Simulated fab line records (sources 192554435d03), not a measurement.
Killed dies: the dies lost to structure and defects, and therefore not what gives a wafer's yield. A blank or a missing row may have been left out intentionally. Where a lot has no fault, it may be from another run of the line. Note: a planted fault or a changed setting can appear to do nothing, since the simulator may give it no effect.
fab line records | flow n5Finfet
record lots=7 | wafers=21 | lastDay=17
route steps=1938 shown BEOL_M0_SAQP@695 BEOL_M0_CUTY@701
lots untouched by any fault: they come from a run of this same line in which no faults occurred
startH: the number of hours between the record's first day and the start of the first shown wafer of the lot | waitH: hours elapsed since this lot's preceding step | " as in the row above | L1.1+2: a single row standing in for several wafers | - value missing, or start not given | * or withheld: withheld | < > ~ a bound
route shown NAME@n: a module of which the file shows steps, and the number in the route of the first | usual: mean/standard deviation taken from wafers without a fault | same: alike in all rows | chamber/n: place in a boat | sites: each site's reading | _std_site: standard deviation across them | _edge_site: inner sites' mean taken away from outer sites' mean | radiusMm: for every site, how far away it sits from the centre of the wafer | mask NAME#n: copy n | behind: the last tool/chamber to shape the wafer | hold: what put the lot on hold/how long, in hours/how the hold closed | device: names the non-switching transistor (n, p or np) | end of line: the same wafers' tests at the end of the route | where a step has no rows: the recipe by itself | killed: the dies lost at the first sort to structure and to defects; this is not the yield of the wafer | map: dies across one wafer; x = killed, . = not, _ = none there
set.NAME: the setting that was run; set.NAME@STEP: the one run at that earlier step | model.NAME: the simulator's own value behind a step, which no gauge read
certain route steps with their lots: each step a table, each wafer a row
services: the hour from which a tool's chamber was out of use, counted from the record's first day as startH (under 0 if before that day), plus the number of hours and why
## steps
# step N5_BEOL_M0_SAQP_CUT_ETCH_46
# recipe chemistry=N2/H2 | target=SOC | targetDepthA=1350 | overetchA=270 | tempC=40 | timeS=202.5 | ionEnergyEv=200 | maskMaterial=SiARC | pressureMtorr=30 | sourceW=840 | biasW=150 | n2FlowSccm=200 | h2FlowSccm=200
# usual drypumpMotorCurrentA=5.5/0.47 | h2FlowSccm=200.0/0.6 | n2FlowSccm=200.0/0.53 | rfVppV=523.7/2.7 | showerheadPlenumPTorr=2.53/0.089 | throttleValvePct=17.7/0.37
lot.wafer | tool       | chamber | startH | waitH | drypumpMotorCurrentA | h2FlowSccm | n2FlowSccm | rfHoursCounterH | rfVppV | showerheadPlenumPTorr | throttleValvePct
L563.1    | rieDiel-05 | 3       | 131.50 | 0.0   | 5.0                  | 200.7      | 200.3      | 235             | 522.3  | 2.50                  | 17.5
L563.3    | "          | 1       | "      | "     | 5.8                  | 199.8      | 199.8      | 222             | 521.1  | 2.43                  | 18.0
L563.6    | "          | 1       | "      | "     | 5.8                  | 200.3      | 200.3      | -               | 518.8  | 2.43                  | 18.0
L568.2    | rieDiel-05 | 3       | 168.02 | 0.0   | 5.0                  | 199.0      | 199.0      | 246             | 521.9  | 2.49                  | 17.6
L568.3    | "          | 2       | "      | "     | 5.7                  | 200.8      | 199.7      | 233             | 523.6  | 2.60                  | 17.4
L568.5    | "          | 2       | "      | "     | 5.7                  | 200.0      | 200.5      | -               | 526.5  | 2.60                  | 17.4
L572.2    | rieDiel-05 | 2       | 190.04 | 0.0   | 5.7                  | 200.0      | 199.3      | 241             | 525.5  | 2.60                  | 17.4
L572.5    | "          | 2       | "      | "     | 5.7                  | 200.3      | 200.4      | -               | 525.5  | 2.60                  | 17.4
L572.6    | "          | 1       | "      | "     | 5.8                  | 200.1      | 200.3      | -               | 520.6  | 2.42                  | 18.0
L580.3    | rieDiel-05 | 2       | 231.25 | 0.0   | 5.7                  | 200.1      | 200.4      | 256             | 526.0  | 2.59                  | 17.5
L580.4    | "          | 0       | "      | "     | 5.5                  | 199.2      | 200.4      | -               | 525.6  | 2.56                  | 17.1
L580.5    | "          | 3       | "      | "     | 5.0                  | 200.9      | 199.4      | -               | 522.9  | 2.49                  | 17.1
L581.2    | rieDiel-04 | 0       | 236.57 | 0.0   | 5.1                  | 199.1      | 200.1      | 226             | 520.8  | 2.40                  | 17.8
L581.3    | "          | 3       | "      | "     | 6.1                  | 199.8      | 199.0      | 144             | 521.6  | 2.44                  | 17.8
L581.4    | "          | 1       | "      | "     | 5.0                  | 200.4      | 200.1      | 183             | 521.8  | 2.42                  | 17.8
L582.3    | rieDiel-05 | 3       | 243.57 | 0.0   | 5.0                  | 200.2      | 199.6      | 13              | 521.6  | 2.49                  | 17.1
L582.4    | "          | 1       | "      | "     | 5.8                  | 199.8      | 200.3      | -               | 528.3  | 2.73                  | 17.6
L582.5    | "          | 0       | "      | "     | 5.5                  | 199.9      | 199.6      | -               | 524.1  | 2.56                  | 17.1
L583.2    | rieDiel-03 | 3       | 247.30 | 0.0   | 5.4                  | 199.8      | 199.8      | 22              | 521.7  | 2.49                  | 17.8
L583.4    | "          | 1       | "      | "     | 4.9                  | 199.8      | 199.8      | -               | 528.9  | 2.69                  | 18.2
L583.6    | "          | 3       | "      | "     | 5.4                  | 200.4      | 199.9      | -               | 523.4  | 2.49                  | 17.8
# step N5_BEOL_M0_SAQP_STRIP_74
# recipe chemistry=N2/H2 | tempC=40 | n2FlowSccm=200 | h2FlowSccm=200 | rfFrequencyHz=6e+07
# step N5_BEOL_M0_SAQP_STRIP_89
# recipe chemistry=N2/H2 | tempC=40 | n2FlowSccm=200 | h2FlowSccm=200 | rfFrequencyHz=6e+07
# step N5_BEOL_M0_SAQP_ALD_48
# recipe material=SiO2 | targetThkA=200 | tempC=100 | aldPrecursorFamily=BDEAS | aldCoReactant=O2-plasma | pulseTimeS=1 | coReactantPulseTimeS=1 | purgeTimeS=2 | coReactantPurgeTimeS=2 | aldCycles=139 | pressureTorr=2
# usual heaterPowerW=76/6.3 | precursorPulseHeightRel=1.001/0.02
lot.wafer | tool      | chamber | startH | waitH | heaterPowerW | precursorPulseHeightRel
L563.1    | aldSin-04 | 1       | 131.70 | 0.0   | 84           | 0.998
L563.3    | "         | 3       | "      | "     | 73           | 1.028
L563.6    | "         | 0       | "      | "     | 88           | 0.966
L568.2    | aldSin-02 | 2       | 168.37 | 0.2   | 77           | 1.014
L568.3    | "         | 1       | "      | "     | 81           | 1.004
L568.5    | "         | 3       | "      | "     | 67           | 1.028
L572.2    | aldSin-04 | 1       | 190.75 | 0.5   | 81           | 1.001
L572.5    | "         | 0       | "      | "     | 87           | 1.014
L572.6    | "         | 3       | "      | "     | 71           | 0.953
L580.3    | aldSin-03 | 2       | 231.45 | 0.0   | 74           | 1.008
L580.4    | "         | 0       | "      | "     | 84           | 0.997
L580.5    | "         | 3       | "      | "     | 78           | 0.988
L581.2    | aldSin-02 | 3       | 236.77 | 0.0   | 67           | 1.009
L581.3    | "         | 2       | "      | "     | 77           | 1.007
L581.4    | "         | 0       | "      | "     | 72           | 1.003
L582.3    | aldSin-03 | 0       | 243.77 | 0.0   | 83           | 1.016
L582.4    | "         | 1       | "      | "     | 64           | 1.013
L582.5    | "         | 0       | "      | "     | 82           | 1.002
L583.2    | aldSin-02 | 0       | 247.79 | 0.3   | 74           | 0.994
L583.4    | "         | 1       | "      | "     | 81           | 0.967
L583.6    | "         | 1       | "      | "     | 81           | 1.017
# step N5_BEOL_M0_SAQP_ETCH_49
# recipe chemistry=CF4/O2 | targetDepthA=370 | target=SiO2 | pressureMtorr=40 | sourceW=535 | biasW=49 | Ar_flow_sccm=100 | cf4FlowSccm=100 | O2_flow_sccm=10 | ionEnergyEv=100
# usual drypumpMotorCurrentA=5.6/0.46 | oes_o_777_au=0.80/0.1 | oesProductAu=0.79/0.11 | rfVppV=238/4 | showerheadPlenumPTorr=2.19/0.072 | throttleValvePct=15.73/0.27
lot.wafer | tool       | chamber | startH | waitH | drypumpMotorCurrentA | oes_o_777_au | oesProductAu | rfHoursCounterH | rfVppV | showerheadPlenumPTorr | throttleValvePct
L563.1    | rieDiel-05 | 0       | 132.29 | 0.3   | 5.5                  | 0.91         | 0.92         | 27              | 241    | 2.24                  | 15.27
L563.3    | "          | 1       | "      | "     | 5.8                  | 0.71         | 0.70         | 222             | 239    | 2.09                  | 15.76
L563.6    | "          | 1       | "      | "     | 5.8                  | 0.72         | 0.70         | -               | 239    | 2.09                  | 15.78
L568.2    | rieDiel-03 | 0       | 168.90 | 0.3   | 5.6                  | 0.71         | 0.69         | 240             | 235    | 2.17                  | 16.09
L568.3    | "          | 2       | "      | "     | 6.6                  | 0.79         | 0.76         | 151             | 240    | 2.27                  | 15.71
L568.5    | "          | 1       | "      | "     | 4.9                  | 0.86         | 0.87         | -               | 242    | 2.32                  | 15.96
L572.2    | rieDiel-04 | 0       | 191.28 | 0.3   | 5.1                  | 0.71         | 0.70         | 212             | 245    | 2.09                  | 15.79
L572.5    | "          | 3       | "      | "     | 6.1                  | 0.77         | 0.77         | -               | 234    | 2.13                  | 15.88
L572.6    | "          | 0       | "      | "     | 5.1                  | 0.71         | 0.70         | -               | 243    | 2.09                  | 15.79
L580.3    | rieDiel-05 | 3       | 231.98 | 0.3   | 5.0                  | 0.95         | 0.97         | 9               | 232    | 2.15                  | 15.14
L580.4    | "          | 0       | "      | "     | 5.5                  | 0.86         | 0.86         | -               | 240    | 2.23                  | 15.33
L580.5    | "          | 2       | "      | "     | 5.6                  | 0.65         | 0.64         | -               | 240    | 2.26                  | 15.75
L581.2    | rieDiel-03 | 3       | 237.30 | 0.3   | 5.4                  | 0.92         | 0.94         | 18              | 236    | 2.17                  | 15.74
L581.3    | "          | 0       | "      | "     | 5.6                  | 0.97         | 0.96         | 5               | 234    | 2.17                  | 15.61
L581.4    | "          | 2       | "      | "     | 6.6                  | 0.78         | 0.75         | 175             | 244    | 2.27                  | 15.77
L582.3    | rieDiel-05 | 3       | 244.30 | 0.3   | 5.0                  | 0.93         | 0.93         | 14              | 234    | 2.15                  | 15.14
L582.4    | "          | 3       | "      | "     | 5.0                  | 0.93         | 0.94         | -               | 232    | 2.15                  | 15.15
L582.5    | "          | 0       | "      | "     | 5.6                  | 0.85         | 0.85         | -               | 240    | 2.23                  | 15.33
L583.2    | rieDiel-03 | 0       | 248.32 | 0.3   | 5.6                  | 0.95         | 0.95         | 9               | 235    | 2.17                  | 15.64
L583.4    | "          | 3       | "      | "     | 5.4                  | 0.91         | 0.93         | -               | 235    | 2.17                  | 15.74
L583.6    | "          | 0       | "      | "     | 5.7                  | 0.95         | 0.95         | -               | 234    | 2.17                  | 15.63
# step N5_BEOL_M0_SAQP_STRIP_75
# recipe chemistry=CF4 | resist=SiARC | powerW=300 | biasPowerW=75 | pressureMtorr=50 | cf4FlowSccm=150 | rfFrequencyHz=6e+07
# usual drypumpMotorCurrentA=5.6/0.47 | oesProductAu=0.182/0.024 | rfVppV=271.0/1.5 | showerheadPlenumPTorr=1.78/0.059 | throttleValvePct=13.48/0.29
lot.wafer | tool       | chamber | startH | waitH | drypumpMotorCurrentA | oesProductAu | rfHoursCounterH | rfVppV | showerheadPlenumPTorr | throttleValvePct
L563.1    | rieDiel-05 | 0       | 132.39 | 0.1   | 5.5                  | 0.215        | 27              | 272.6  | 1.82                  | 13.01
L563.3    | "          | 1       | "      | "     | 5.8                  | 0.165        | 222             | 268.5  | 1.69                  | 13.52
L563.6    | "          | 1       | "      | "     | 5.8                  | 0.171        | -               | 269.3  | 1.69                  | 13.50
L568.2    | rieDiel-03 | 0       | 169.00 | 0.1   | 5.6                  | 0.163        | 240             | 269.9  | 1.77                  | 13.86
L568.3    | "          | 2       | "      | "     | 6.6                  | 0.179        | 151             | 273.3  | 1.84                  | 13.47
L568.5    | "          | 1       | "      | "     | 4.9                  | 0.199        | -               | 272.9  | 1.89                  | 13.66
L572.2    | rieDiel-04 | 0       | 191.38 | 0.1   | 5.1                  | 0.165        | 212             | 268.9  | 1.71                  | 13.58
L572.5    | "          | 3       | "      | "     | 6.1                  | 0.178        | -               | 271.3  | 1.74                  | 13.67
L572.6    | "          | 0       | "      | "     | 5.1                  | 0.163        | -               | 268.7  | 1.71                  | 13.58
L580.3    | rieDiel-05 | 3       | 232.08 | 0.1   | 5.0                  | 0.228        | 9               | 270.1  | 1.75                  | 12.87
L580.4    | "          | 0       | "      | "     | 5.5                  | 0.201        | -               | 271.9  | 1.81                  | 13.08
L580.5    | "          | 2       | "      | "     | 5.7                  | 0.152        | -               | 271.4  | 1.84                  | 13.58
L581.2    | rieDiel-03 | 3       | 237.40 | 0.1   | 5.4                  | 0.204        | 18              | 270.7  | 1.77                  | 13.42
L581.3    | "          | 0       | "      | "     | 5.7                  | 0.219        | 5               | 269.9  | 1.77                  | 13.35
L581.4    | "          | 2       | "      | "     | 6.6                  | 0.171        | 175             | 273.7  | 1.84                  | 13.55
L582.3    | rieDiel-05 | 3       | 244.40 | 0.1   | 5.0                  | 0.210        | 14              | 270.1  | 1.75                  | 12.89
L582.4    | "          | 3       | "      | "     | 5.0                  | 0.212        | -               | 270.0  | 1.75                  | 12.89
L582.5    | "          | 0       | "      | "     | 5.5                  | 0.196        | -               | 271.6  | 1.81                  | 13.09
L583.2    | rieDiel-03 | 0       | 248.47 | 0.1   | 5.7                  | 0.221        | 10              | 271.7  | 1.77                  | 13.34
L583.4    | "          | 3       | "      | "     | 5.4                  | 0.205        | -               | 271.7  | 1.76                  | 13.44
L583.6    | "          | 0       | "      | "     | 5.7                  | 0.215        | -               | 271.5  | 1.77                  | 13.34
# step N5_BEOL_M0_CUTY_COAT_50
# recipe resist=SiARC | tempC=220 | timeS=60 | spinRpm=1500 | resistThkNm=15
# step N5_BEOL_M0_CUTY_COAT_51
# recipe resist=CAR-ArF-block | spinRpm=1500 | resistThkNm=150
# step N5_BEOL_M0_CUTY_EBR_52
# recipe solvent=PGMEA | ebrWidthMm=1.5
# step N5_BEOL_M0_CUTY_SOFTBAKE_53
# recipe tempC=110 | timeS=60 | resist=CAR-ArF-block
# step N5_BEOL_M0_CUTY_EXPOSE_54
# recipe maskId=M0_ABLK | na=1.35 | sourceShape=conventional | sigmaOuter=0.8 | polarization=unpolarized | doseMj=36
# step N5_BEOL_M0_CUTY_PEB_55
# recipe pebTempC=110 | pebTimeS=60 | resist=CAR-ArF-block
# step N5_BEOL_M0_CUTY_DEVELOP_56
# recipe developTimeS=30 | developer=TMAH | resist=CAR-ArF-block | rinseLiquid=diw | dry=airSpin | devTempC=23
# usual chillPlateTempC=23.00/0.11 | developTimeS=30/0
lot.wafer | tool          | chamber | startH | waitH | chillPlateTempC | developTimeS | model.CAR-ArF-block_of_BEOL_M0_CUTY_COAT_51.thkNm
L563.1    | lithoTrack-02 | 0       | 132.72 | -     | 23.04           | 30           | 148.2
L563.3    | "             | 0       | "      | "     | 22.86           | 30           | 148.4
L563.6    | "             | 0       | "      | "     | 23.04           | 30           | 148.6
L568.2    | lithoTrack-01 | 0       | 169.33 | -     | 23.12           | 30           | 148.6
L568.3    | "             | 0       | "      | "     | 23.13           | 30           | 148.2
L568.5    | "             | 0       | "      | "     | 23.02           | 30           | 148.4
L572.2    | lithoTrack-02 | 0       | 191.59 | -     | 23.09           | 30           | 148.6
L572.5    | "             | 0       | "      | "     | 23.15           | 30           | 148.6
L572.6    | "             | 0       | "      | "     | 23.11           | 30           | 148.6
L580.3    | lithoTrack-01 | -       | 232.29 | -     | -               | -            | 150
L580.4    | "             | -       | "      | "     | -               | -            | 150
L580.5    | "             | -       | "      | "     | -               | -            | 150.2
L581.2    | lithoTrack-02 | -       | 237.73 | -     | -               | -            | 150
L581.3    | "             | -       | "      | "     | -               | -            | 149.8
L581.4    | "             | -       | "      | "     | -               | -            | 150.4
L582.3    | lithoTrack-02 | -       | 244.73 | -     | -               | -            | 150
L582.4    | "             | -       | "      | "     | -               | -            | 149.8
L582.5    | "             | -       | "      | "     | -               | -            | 150
L583.2    | lithoTrack-02 | 0       | 248.81 | -     | 22.94           | 30           | 149
L583.4    | "             | 0       | "      | "     | 23.01           | 30           | 148.2
L583.6    | "             | 0       | "      | "     | 22.96           | 30           | 148.2
# step N5_BEOL_M0_CUTY_CD_MEAS_57
# recipe targetCdNm=200 | landingEnergyEv=500 | detector=seInlens | polarity=line
# usual cdNm=200.1/0.75
lot.wafer | tool     | chamber | startH | waitH | cdNm
L563.1    | cdSem-03 | 0       | 132.78 | -     | 199.7
L563.3    | "        | 0       | "      | "     | 200.5
L563.6    | "        | 0       | "      | "     | 199.2
L568.2    | cdSem-01 | 0       | 169.39 | -     | 199.6
L568.3    | "        | 0       | "      | "     | 200.7
L568.5    | "        | 0       | "      | "     | 198.5
L572.2    | cdSem-01 | 0       | 191.64 | -     | 199.3
L572.5    | "        | 0       | "      | "     | 200.5
L572.6    | "        | 0       | "      | "     | 199.5
L580.3    | cdSem-01 | 0       | 232.35 | -     | -
L580.4    | "        | 0       | "      | "     | -
L580.5    | "        | 0       | "      | "     | -
L581.2    | cdSem-02 | 0       | 237.79 | -     | -
L581.3    | "        | 0       | "      | "     | -
L581.4    | "        | 0       | "      | "     | -
L582.3    | cdSem-02 | 0       | 244.79 | -     | -
L582.4    | "        | 0       | "      | "     | -
L582.5    | "        | 0       | "      | "     | -
L583.2    | cdSem-03 | 0       | 248.87 | -     | 199.3
L583.4    | "        | 0       | "      | "     | 199.4
L583.6    | "        | 0       | "      | "     | 199.0
## services
tool       | chamber | startH | hours | kind
aldSin-04  | 1       | 140.15 | 3.4   | repair
aldSin-02  | 2       | 142.13 | 17.0  | repair
rieDiel-03 | 3       | 162.99 | -     | clean
rieDiel-03 | 3       | 162.99 | -     | consumableReplace:focusRing
rieDiel-03 | 3       | 162.99 | 17.8  | scheduledDown
rieDiel-03 | 3       | 162.99 | 17.8  | ventCycle
aldSin-04  | -       | 176.75 | 14.0  | pm
rieDiel-05 | 3       | 180.01 | -     | clean
rieDiel-05 | 3       | 180.01 | -     | consumableReplace:focusRing
rieDiel-05 | 3       | 180.01 | 23.3  | scheduledDown
rieDiel-05 | 3       | 180.01 | 23.3  | ventCycle
rieDiel-04 | 1       | 183.48 | 4.8   | repair
rieDiel-03 | 0       | 193.33 | -     | clean
aldSin-02  | 3       | 197.40 | 3.8   | repair
aldSin-04  | 3       | 203.34 | 4.1   | repair
rieDiel-05 | 1       | 212.43 | -     | clean
rieDiel-05 | 1       | 212.43 | -     | consumableReplace:focusRing
rieDiel-05 | 1       | 212.43 | -     | consumableReplace:showerhead
rieDiel-05 | 1       | 212.43 | 30.8  | scheduledDown
rieDiel-05 | 1       | 212.43 | 30.8  | ventCycle
rieDiel-05 | 2       | 243.42 | -     | clean
rieDiel-05 | 2       | 243.42 | -     | consumableReplace:focusRing
rieDiel-05 | 2       | 243.42 | 18.1  | scheduledDown
rieDiel-05 | 2       | 243.42 | 18.1  | ventCycle
## key
firstSign step=N5_BEOL_M0_CUTY_DEVELOP_56 | reading=toolRecord | direction=missing
effect none on later readings
modelEffect step=N5_BEOL_M0_CUTY_DEVELOP_56 | value=CAR-ArF-block_of_BEOL_M0_CUTY_COAT_51.thkNm | without=148.4 | struck=150
metAt N5_BEOL_M0_CUTY_DEVELOP_56
struckWafers L580.3,L580.4,L580.5,L581.2,L581.3,L581.4,L582.3,L582.4,L582.5
laterRowsLeftOut L580.3,L580.4,L580.5,L581.2,L581.3,L581.4,L582.3,L582.4,L582.5
sortLeftOut L580.3,L580.4,L580.5,L581.2,L581.3,L581.4,L582.3,L582.4,L582.5
onsetBetween 191.59 232.29
fault kind=skippedStepWhole | tool=lithoTrack-01,lithoTrack-02 | chamber=- | onsetH=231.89 | steps=N5_BEOL_M0_CUTY_DEVELOP_56 | scope=struckLotsOnly
# sortLeftOut: the simulated sort isn't trusted on such a fault, so these wafers' sort isn't shown, and their yield isn't known
# laterRowsLeftOut: the simulator's readings of these wafers behind a module that went badly wrong aren't trusted and aren't shown, but for the sort
